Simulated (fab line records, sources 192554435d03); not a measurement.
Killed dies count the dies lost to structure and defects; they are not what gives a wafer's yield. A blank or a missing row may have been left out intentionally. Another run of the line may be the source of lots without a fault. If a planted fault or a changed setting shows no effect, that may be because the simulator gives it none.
Matching of chambers :: flow n5 finfet :: 4 sister chambers for N5_BEOL_M0_SAQP_STRIP_86 on rie diel-02
The step strips in N2/H2. 8 wafers are shown with their chamber, then 7 later ones without.

== WAFERS PAIRED WITH THEIR CHAMBERS ==
wafer: L076.3
chamber: 1
showerhead plenum p Torr (Torr): 3.20
throttle valve pct (%): 18.48

wafer: L076.5
chamber: 3
showerhead plenum p Torr (Torr): 3.54
throttle valve pct (%): 18.57

wafer: L077.6
chamber: 3
showerhead plenum p Torr (Torr): 3.54
throttle valve pct (%): 18.60

wafer: L086.1
chamber: 0
showerhead plenum p Torr (Torr): 3.37
throttle valve pct (%): 19.43

wafer: L086.3
chamber: 2
showerhead plenum p Torr (Torr): 3.10
throttle valve pct (%): 19.07

wafer: L086.4
chamber: 1
showerhead plenum p Torr (Torr): 3.19
throttle valve pct (%): 18.49

wafer: L089.1
chamber: 2
showerhead plenum p Torr (Torr): 3.10
throttle valve pct (%): 19.08

wafer: L089.3
chamber: 0
showerhead plenum p Torr (Torr): 3.37
throttle valve pct (%): 19.43

== WAFERS MISSING THEIR CHAMBER ==
wafer: L089.4
showerhead plenum p Torr (Torr): 3.18
throttle valve pct (%): 18.46

wafer: L090.1
showerhead plenum p Torr (Torr): 3.37
throttle valve pct (%): 19.43

wafer: L090.4
showerhead plenum p Torr (Torr): 3.18
throttle valve pct (%): 18.47

wafer: L090.6
showerhead plenum p Torr (Torr): 3.18
throttle valve pct (%): 18.49

wafer: L094.1
showerhead plenum p Torr (Torr): 3.36
throttle valve pct (%): 19.47

wafer: L094.4
showerhead plenum p Torr (Torr): 3.09
throttle valve pct (%): 19.11

wafer: L094.6
showerhead plenum p Torr (Torr): 3.09
throttle valve pct (%): 19.14

== WHICH CHAMBER EACH WENT THROUGH ==
wafer: L089.4
from the rows above: 1
in truth: 1

wafer: L090.1
from the rows above: 0
in truth: 0

wafer: L090.4
from the rows above: 1
in truth: 1

wafer: L090.6
from the rows above: 1
in truth: 1

wafer: L094.1
from the rows above: 0
in truth: 0

wafer: L094.4
from the rows above: 2
in truth: 2

wafer: L094.6
from the rows above: 2
in truth: 2
7 of 7 placed correctly. Left unplaced by these rows: 0. Wrongly placed: 0.
How it was worked out, from the rows above alone: a wafer's distance from a chamber is the root of the sum, over the readings, of the square of ((its reading less the chamber's mean) divided by the reading's scatter). If the next closest chamber is less than 2 further off than the closest, the wafer can't be placed; otherwise it belongs to the closest. Each chamber's mean is taken over the wafers shown for it. The scatter: the root of (the sum of the squares of (reading less its chamber's mean) over the shown wafers, divided by (wafers less chambers)).
